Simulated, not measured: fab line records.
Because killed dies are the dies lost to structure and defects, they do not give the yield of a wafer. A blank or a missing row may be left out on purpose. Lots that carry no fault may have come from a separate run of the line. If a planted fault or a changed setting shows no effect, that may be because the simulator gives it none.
Which tool is to blame?	flow nandHarc	11 lots with 33 wafers sampled at 5 steps, on a route of 1302 steps

== WHAT THE GAUGES READ, wafer by wafer ==
NHARC_THIN_TSV_CD_MEAS_16.
lot	measured	on	cdNm (nm)
L118	day 24 01:16	cdSem-01	1001.2 1001.6 1001.7
L122	day 25 19:45	cdSem-03	998.4 999.9 999.7
L132	day 29 03:13	cdSem-03	999.8 1000.7 1000.0
L130	day 29 04:22	cdSem-01	999.5 999.5 997.7
L133	day 29 21:53	cdSem-03	1000.6 1000.1 999.6
L135	day 31 05:08	cdSem-02	997.8 999.4 999.1
L131	day 31 08:53	cdSem-03	1002.5 1001.3 999.6
L136	day 32 03:37	cdSem-02	998.9 1001.0 999.9
L138	day 32 14:23	cdSem-01	1002.2 1002.4 1003.6
L139	day 32 17:20	cdSem-01	999.9 1001.6 1000.5
L137	day 33 07:49	cdSem-03	998.6 1000.3 1000.3

NHARC_END_SORT_01.
lot	measured	on	defectLimitedYield (%)	killedAtArray	killedAtOther	killedAtPeriphery	killedDies	killedOpen	killedShort	sort_bin_2_pct (%)	sort_bin_3_pct (%)	sort_bin_4_pct (%)	sortNPass	sortRimYieldPct (%)	sortYieldPct (%)
L118	day 24 15:04	prober-02	92.3 87.0 87.4	51 86 83	0 0 0	1 2 2	52 88 85	4 5 3	1 4 0	2.4 4.6 4.3	0.1 1.0 1.2	5.2 7.4 7.1	625 589 592	84 91 88	92.3 87.0 87.4
L122	day 26 13:04	prober-01	87.9 89.8 81.2	74 64 119	2 3 4	6 2 4	82 69 127	2 1 5	7 2 1	3.7 3.2 6.1	1.0 0.6 4.3	7.4 6.4 8.4	595 608 550	91 96 74	87.9 89.8 81.2
L132	day 29 17:14	prober-01	93.5 92.3 93.6	41 50 42	0 1 0	3 1 1	44 52 43	4 3 2	1 3 3	1.9 2.8 1.5	0 0.3 0.3	4.6 4.6 4.6	633 625 634	97 94 92	93.5 92.3 93.6
L130	day 29 17:14	prober-02	90.1 90.3 91.6	65 60 49	0 0 0	2 6 8	67 66 57	5 3 4	1 5 3	3.4 2.5 3.0	0.4 0.9 0.1	6.1 6.4 5.3	610 611 620	90 86 90	90.1 90.3 91.6
L133	day 30 12:41	prober-01	94.4 93.4 92.0	34 39 40	1 0 0	3 6 14	38 45 54	3 5 3	6 3 4	1.6 2.8 3.1	0.6 0.6 0	3.4 3.2 4.9	639 632 623	94 92 94	94.4 93.4 92.0
L135	day 31 20:35	prober-01	90.4 90.3 95.3	63 63 29	0 1 0	2 2 3	65 66 32	4 6 2	6 4 3	3.4 3.8 2.4	0.9 0.7 0.4	5.3 5.2 1.9	612 611 645	93 97 92	90.4 90.3 95.3
L131	day 31 22:57	prober-02	93.6 94.2 95.9	38 33 25	0 1 2	5 5 1	43 39 28	0 5 2	5 5 3	1.6 2.5 1.5	0.6 0.4 0.1	4.1 2.8 2.5	634 638 649	100 87 91	93.6 94.2 95.9
L136	day 32 20:53	prober-01	90.7 90.3 89.4	58 62 72	0 1 0	5 3 0	63 66 72	7 7 4	2 2 4	3.5 3.4 3.7	0.4 0.3 0.3	5.3 6.1 6.6	614 611 605	90 90 82	90.7 90.3 89.4
L138	day 33 03:11	prober-02	88.9 89.8 89.4	75 65 67	0 2 0	0 2 5	75 69 72	1 1 3	1 3 4	3.8 3.8 5.5	0.4 0.6 0.3	6.8 5.8 4.9	602 608 605	90 93 92	88.9 89.8 89.4
L139	day 33 11:36	prober-01	91.3 92.3 91.0	56 47 56	0 1 0	3 4 5	59 52 61	1 3 2	2 0 2	3.5 3.1 2.5	0.6 0.9 0.3	4.6 3.7 6.2	618 625 616	84 95 86	91.3 92.3 91.0
L137	day 33 23:08	prober-02	91.9 91.0 92.9	52 55 43	0 5 0	3 1 5	55 61 48	5 4 3	4 1 2	3.1 2.7 2.1	0.3 0.3 0	4.7 6.1 5.0	622 616 629	92 91 92	91.9 91.0 92.9

== TOOL THAT RAN EACH LOT (tool first, then ch and the chambers of the sampled wafers, then the start) ==
lot	NHARC_A_BONDPAD_ETCH_24	NHARC_THIN_TSV_ETCH_44	NHARC_THIN_TSV_STRIP_56
L118	rieDiel-06 ch 0,2,3, day 23 10:05	rieDiel-09 ch 0,1,2, day 24 00:32	plasmaAsher-01 ch 0,1, day 24 06:41
L122	rieDiel-12 ch 1,2,3, day 25 04:25	rieDiel-08 ch 0,1, day 25 19:02	plasmaAsher-02 ch 0,1, day 26 01:22
L132	rieDiel-12 ch 0,2,3, day 28 11:31	rieDiel-08 ch 2,3, day 29 02:31	plasmaAsher-01 ch 0,1, day 29 08:50
L130	rieDiel-04 ch 0,2,3, day 28 13:07	rieDiel-08 ch 1,3, day 29 03:42	plasmaAsher-01 ch 0,1, day 29 10:02
L133	rieDiel-12 ch 0,3, day 29 03:27	rieDiel-08 ch 1,2,3, day 29 21:17	plasmaAsher-02 ch 0,1, day 30 03:29
L135	rieDiel-12 ch 0,1,2, day 30 14:10	rieDiel-05 ch 1,2,3, day 31 04:36	plasmaAsher-02 ch 0,1, day 31 10:46
L131	rieDiel-06 ch 0,1,2, day 30 17:44	rieDiel-09 ch 0,2,3, day 31 08:09	plasmaAsher-02 ch 0,1, day 31 14:29
L136	rieDiel-12 ch 1,2, day 31 01:14	rieDiel-09 ch 1,2, day 32 02:53	plasmaAsher-01 ch 0,1, day 32 09:29
L138	rieDiel-06 ch 0,1,3, day 31 18:32	rieDiel-08 ch 1,2,3, day 32 13:40	plasmaAsher-01 ch 0,1, day 32 20:13
L139	rieDiel-12 ch 1,3, day 32 01:49	rieDiel-08 ch 0,1,3, day 32 16:43	plasmaAsher-02 ch 0,1, day 32 23:17
L137	rieDiel-06 ch 0,2,3, day 32 13:34	rieDiel-05 ch 1,2,3, day 33 06:58	plasmaAsher-01 ch 0,1, day 33 14:04
- NHARC_A_BONDPAD_ETCH_24: etches the open film in CF4/N2, target depth 30 nm, time 72.99 s.
- NHARC_THIN_TSV_ETCH_44: etches the open film in CF4/O2, target depth 1594.2 nm, time 797.1 s.
- NHARC_THIN_TSV_STRIP_56: strips in O2.

== AS READ BY THE TOOLS THEMSELVES (means over the sampled wafers that have a number; for cases with no such wafer, the mark the record gives instead) ==
NHARC_A_BONDPAD_ETCH_24.
lot	tool	cf4FlowSccm (sccm)	drypumpMotorCurrentA (A)	oesProductAu (a.u.)	rfVppV (V)	showerheadPlenumPTorr (Torr)	throttleValvePct (%)
L118	rieDiel-06	50.02	5.5	0.991	314.4	2.63	19.787
L122	rieDiel-12	49.83	5.7	0.993	312.9	2.56	19.799
L132	rieDiel-12	49.93	5.6	1.000	313.3	2.56	19.796
L130	rieDiel-04	49.98	5.7	1.002	311.4	2.49	19.795
L133	rieDiel-12	50.05	5.8	1.005	311.9	2.51	19.802
L135	rieDiel-12	49.85	5.7	0.987	314.1	2.62	19.791
L131	rieDiel-06	50.03	5.5	0.994	312.4	2.57	19.802
L136	rieDiel-12	50.04	5.6	0.998	313.1	2.60	19.795
L138	rieDiel-06	50.00	5.6	0.995	313.2	2.54	19.800
L139	rieDiel-12	49.87	6.1	0.996	312.7	2.56	19.793
L137	rieDiel-06	49.90	5.4	1.000	313.9	2.62	19.787

NHARC_THIN_TSV_ETCH_44.
lot	tool	cf4FlowSccm (sccm)	drypumpMotorCurrentA (A)	oesProductAu (a.u.)	rfVppV (V)	showerheadPlenumPTorr (Torr)	throttleValvePct (%)
L118	rieDiel-09	149.7	5.5	0.995	795.9	1.86	16.913
L122	rieDiel-08	150.4	5.8	1.003	796.6	1.87	16.910
L132	rieDiel-08	149.7	5.7	0.999	799.2	1.90	16.922
L130	rieDiel-08	150.1	5.9	0.988	799.7	1.92	16.918
L133	rieDiel-08	150.0	5.8	0.998	798.8	1.91	16.911
L135	rieDiel-05	149.9	5.6	1.001	799.2	1.92	16.914
L131	rieDiel-09	150.0	5.4	0.998	795.7	1.84	16.917
L136	rieDiel-09	150.7	5.9	1.007	794.8	1.84	16.908
L138	rieDiel-08	150.0	5.8	1.002	799.5	1.91	16.914
L139	rieDiel-08	150.0	5.9	1.000	799.1	1.90	16.911
L137	rieDiel-05	149.5	5.6	0.998	799.8	1.92	16.919

NHARC_THIN_TSV_STRIP_56.
lot	tool	drypumpMotorCurrentA (A)	heaterPowerW (W)
L118	plasmaAsher-01	5.46	328
L122	plasmaAsher-02	5.69	396
L132	plasmaAsher-01	5.52	328
L130	plasmaAsher-01	5.49	319
L133	plasmaAsher-02	5.77	380
L135	plasmaAsher-02	5.70	392
L131	plasmaAsher-02	5.72	382
L136	plasmaAsher-01	5.47	327
L138	plasmaAsher-01	5.47	326
L139	plasmaAsher-02	5.77	378
L137	plasmaAsher-01	5.47	330

== THE ANSWER, worked out from the rows above alone ==
Rule: the usual values come from the lots themselves. Put in order of their means at a reading, lots are off if they are a third of the lots or fewer, leave a main group of 4 or more, and stand apart from it by a gap of 3 or more times the standard deviation of the main group's means; of several such gaps the widest counts. Not used: any main group whose means are identical at the precision the tables above print for the reading. Also off: a lot with no number at a reading for which 4 or more lots have one. Any other lot the step has rows for is counted as sound. After the gauges, taken in route order, come the tools' own readings; for these a lot's mean is taken, as printed above. The first step at which some lot is off is used, and at that step the reading that is off furthest; a lot without a number counts as furthest.
Off, at NHARC_END_SORT_01 on sort_bin_3_pct: L122. Main group: mean 0.4 %, sd 0.18.
If a tool, at a process step before that reading, ran all the lots that are off and no sound lot after the first of them, it fits. Those tools and the gauges at NHARC_END_SORT_01 are tried in the same way. Of those tried, none fits.

== WHAT THE SIMULATOR PUT IN ==
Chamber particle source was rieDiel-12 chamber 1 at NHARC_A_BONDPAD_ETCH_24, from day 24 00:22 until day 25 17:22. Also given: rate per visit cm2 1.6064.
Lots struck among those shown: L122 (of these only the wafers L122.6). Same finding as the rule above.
